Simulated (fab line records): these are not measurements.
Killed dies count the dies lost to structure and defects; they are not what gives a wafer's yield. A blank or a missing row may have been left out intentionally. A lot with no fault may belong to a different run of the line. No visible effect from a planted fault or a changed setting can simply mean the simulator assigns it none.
Which tool did it? ; flow nand_harc ; 33 wafers from 11 lots sampled at 7 of the route's 1159 steps

== WHAT EACH GAUGE READ, for each wafer ==
NHARC_P_GATE_CD_MEAS_91: the cd target is 2000 nm.
lot;measured;on;cd_nm (nm)
L497;day 5 09:18;cd_sem-01;2003.2 2003.2 2004.9
L498;day 5 20:05;cd_sem-01;2005.5 2000.5 2001.9
L499;day 5 22:04;cd_sem-01;1996.6 1998.2 1998.9
L505;day 7 06:58;cd_sem-01;1998.9 2001.4 2002.2
L506;day 7 20:34;cd_sem-03;2001.6 2001.1 1999.5
L508;day 8 04:43;cd_sem-02;2000.8 2002.1 2000.7
L507;day 8 05:24;cd_sem-02;1999.5 1999.5 1999.9
L516;day 10 02:56;cd_sem-03;2003.2 2004.5 2005.4
L518;day 10 18:37;cd_sem-02;2002.1 1999.6 2001.7
L519;day 11 00:23;cd_sem-02;1999.1 1998.2 1997.8
L520;day 11 06:24;cd_sem-01;1999.1 1999.0 1999.5

NHARC_P_CONTACT_CD_MEAS_12: the cd target is 90 nm.
lot;measured;on;cd_nm (nm)
L497;day 5 14:16;cd_sem-01;90.1 89.3 89.7
L498;day 6 00:45;cd_sem-03;90.7 90.4 90.9
L499;day 6 02:57;cd_sem-02;90.9 90.8 89.7
L505;day 7 11:32;cd_sem-01;89.7 89.7 90.1
L506;day 8 01:28;cd_sem-03;93.7 94.7 93.1 93.6 95.2 93.4
L508;day 8 09:23;cd_sem-03;89.0 89.6 89.7
L507;day 8 10:11;cd_sem-01;95.0 94.6 94.2 94.9 94.5 94.4
L516;day 10 07:47;cd_sem-01;90.5 89.9 90.5
L518;day 10 23:22;cd_sem-02;89.8 89.3 89.6
L519;day 11 05:12;cd_sem-01;89.5 90.3 89.3
L520;day 11 11:05;cd_sem-02;89.4 89.6 90.4

NHARC_P_CONTACT_CD_MEAS_19.
lot;measured;on;cd_nm (nm)
L497;day 5 15:19;cd_sem-02;92.6 88.2 86.9
L498;day 6 02:03;cd_sem-01;92.2 91.8 92.9
L499;day 6 04:07;cd_sem-02;90.4 91.8 89.7
L505;day 7 12:35;cd_sem-02;88.2 88.5 89.3
L506;day 8 07:27;cd_sem-03;94.7 96.7 96.1 94.9 97.1 95.9
L508;day 8 10:26;cd_sem-03;90.9 89.6 90.4
L507;day 8 15:19;cd_sem-01;93.0 95.1 92.7
L516;day 10 08:53;cd_sem-01;89.1 88.1 88.1
L518;day 11 01:47;cd_sem-03;90.2 89.0 89.0
L519;day 11 06:15;cd_sem-03;89.6 90.7 88.2
L520;day 11 12:22;cd_sem-02;90.0 89.7 90.5

NHARC_END_SORT_01.
lot;measured;on;killed_at_array;killed_at_other;killed_at_periphery;killed_dies;killed_open;killed_short
L507;day 24 07:37;prober-02;30 33 23;2 1 2;3 4 4;35 38 29;1 2 1;3 2 2

== TOOL THAT RAN EACH LOT (tool first, then ch and the chambers of the sampled wafers, then the start) ==
lot;NHARC_P_CONTACT_DEP_00;NHARC_P_CONTACT_PEB_10;NHARC_P_CONTACT_ETCH_31
L497;pecvd-04 ch 1,2, day 5 14:11 or earlier;litho_track-06 ch 0, day 5 14:11;rie_diel-04 ch 1,3, day 5 15:19 or earlier
L498;pecvd-04 ch 0,1,2, day 6 00:40 or earlier;litho_track-01 ch 0, day 6 00:40;rie_diel-13 ch 1,3, day 6 02:03 or earlier
L499;pecvd-02 ch 0,1,2, day 6 02:52 or earlier;litho_track-01 ch 0, day 6 02:52;rie_diel-08 ch 1,2,3, day 6 04:07 or earlier
L505;pecvd-04 ch 0,2, day 7 11:27 or earlier;litho_track-01 ch 0, day 7 11:27;rie_diel-04 ch 1,2,3, day 7 12:35 or earlier
L506;pecvd-03 ch 0,1,2, day 8 01:23 or earlier;litho_track-01 ch 0, day 8 01:23;rie_diel-08 ch 1,2,3, day 8 07:27 or earlier
L508;pecvd-03 ch 0,2, day 8 09:18 or earlier;litho_track-04 ch 0, day 8 09:18;rie_diel-08 ch 0,2,3, day 8 10:26 or earlier
L507;pecvd-02 ch 0,1, day 8 10:06 or earlier;litho_track-01 ch 0, day 8 10:06;rie_diel-04 ch 2,3, day 8 15:19 or earlier
L516;pecvd-02 ch 1,2, day 10 07:43 or earlier;litho_track-06 ch 0, day 10 07:43;rie_diel-13 ch 0,2, day 10 08:53 or earlier
L518;pecvd-03 ch 0,1,2, day 10 23:17 or earlier;litho_track-04 ch 0, day 10 23:17;rie_diel-13 ch 0,1,3, day 11 01:47 or earlier
L519;pecvd-03 ch 1,2, day 11 05:07 or earlier;litho_track-04 ch 0, day 11 05:07;rie_diel-04 ch 2,3, day 11 06:15 or earlier
L520;pecvd-04 ch 0,2, day 11 11:01 or earlier;litho_track-01 ch 0, day 11 11:01;rie_diel-04 ch 0,3, day 11 12:22 or earlier
- NHARC_P_CONTACT_DEP_00: deposits SiO2, target thk 500 nm.
- NHARC_P_CONTACT_PEB_10: peb time 65 s.
- NHARC_P_CONTACT_ETCH_31: etches the open film in CH3F/O2, target depth 30 nm, time 85.7 s.

== WHAT THE TOOLS THEMSELVES READ (means of the sampled wafers that have a number; where no wafer has one, the mark that the record gives instead) ==
NHARC_P_CONTACT_DEP_00.
lot;tool;heater_power_outer_w (W);heater_power_w (W);showerhead_vpp_V (V);throttle_valve_pct (%)
L497;pecvd-04;398;660;1892;15.7
L498;pecvd-04;359;629;1854;15.9
L499;pecvd-02;281;495;1865;15.7
L505;pecvd-04;348;614;1811;16.3
L506;pecvd-03;379;616;1761;15.7
L508;pecvd-03;386;631;1796;15.1
L507;pecvd-02;352;590;1912;15.3
L516;pecvd-02;216;411;1805;15.7
L518;pecvd-03;385;645;1737;15.5
L519;pecvd-03;390;655;1733;15.9
L520;pecvd-04;380;619;1836;15.7

NHARC_P_CONTACT_PEB_10.
lot;tool;chill_plate_temp_C (C);heater_power_total_W (W);plate_temp_C (C);resist_line_temp_C (C)
L497;litho_track-06;22.91;156.5;100.00;22.92
L498;litho_track-01;23.20;156.7;100.01;22.96
L499;litho_track-01;22.85;156.8;99.89;23.10
L505;litho_track-01;23.16;156.8;100.09;23.07
L506;litho_track-01;23.03;159.2;101.13;23.13
L508;litho_track-04;23.00;156.5;99.85;22.92
L507;litho_track-01;22.99;159.3;101.25;22.94
L516;litho_track-06;22.96;156.5;100.08;22.89
L518;litho_track-04;23.16;156.9;99.88;22.87
L519;litho_track-04;23.06;156.4;100.07;22.96
L520;litho_track-01;22.87;156.7;100.02;23.03

NHARC_P_CONTACT_ETCH_31.
lot;tool;drypump_motor_current_A (A);oes_product_au (a.u.);rf_vpp_V (V);showerhead_plenum_p_Torr (Torr);throttle_valve_pct (%)
L497;rie_diel-04;6.0;0.977;243.1;2.34;20.662
L498;rie_diel-13;5.5;0.996;244.2;2.44;20.667
L499;rie_diel-08;6.2;0.986;243.1;2.42;20.665
L505;rie_diel-04;5.7;0.989;243.1;2.34;20.672
L506;rie_diel-08;6.2;0.976;244.0;2.41;20.659
L508;rie_diel-08;5.9;0.977;244.0;2.46;20.665
L507;rie_diel-04;5.9;0.981;241.6;2.30;20.655
L516;rie_diel-13;5.4;0.982;244.2;2.47;20.663
L518;rie_diel-13;5.5;0.993;243.8;2.44;20.657
L519;rie_diel-04;6.2;0.959;241.9;2.30;20.667
L520;rie_diel-04;6.1;0.980;244.1;2.50;20.664

== THE ANSWER, worked out from the rows above alone ==
Rule: the lots themselves supply what counts as usual. The widest of any qualifying gaps counts: lots, ordered by their means at a reading, are off when they make up no more than a third of the lots, leave a main group of 4 or more, and stand apart from it by 3 or more times the standard deviation of that group's means. Not used: any main group whose means are identical at the precision the tables above print for the reading. A lot without any number at a reading at which 4 lots or more have one is off too. All remaining lots with rows at the step are treated as sound. After the gauges, taken in route order, come the tools' own readings; for these a lot's mean is taken, as printed above. The first step at which some lot is off is used, and at that step the reading that is off furthest; a lot without a number counts as furthest.
Off at NHARC_P_CONTACT_CD_MEAS_12 (cd_nm): L506, L507. The main group has a mean of 89.9 nm with a standard deviation of 0.41.
A tool fits if, at a process step before that reading, it ran every lot that is off, and no sound lot after the first of them. The gauges at NHARC_P_CONTACT_CD_MEAS_12 aren't tried: what is off there is off at NHARC_P_CONTACT_PEB_10 too, on other tools, and a gauge's error can't cause that. NHARC_P_CONTACT_DEP_00 gives no start for some lots, so the hours and the order of its lots are those of NHARC_P_CONTACT_PEB_10. Not one of the candidates tried fits.

== WHAT THE SIMULATOR PUT IN ==
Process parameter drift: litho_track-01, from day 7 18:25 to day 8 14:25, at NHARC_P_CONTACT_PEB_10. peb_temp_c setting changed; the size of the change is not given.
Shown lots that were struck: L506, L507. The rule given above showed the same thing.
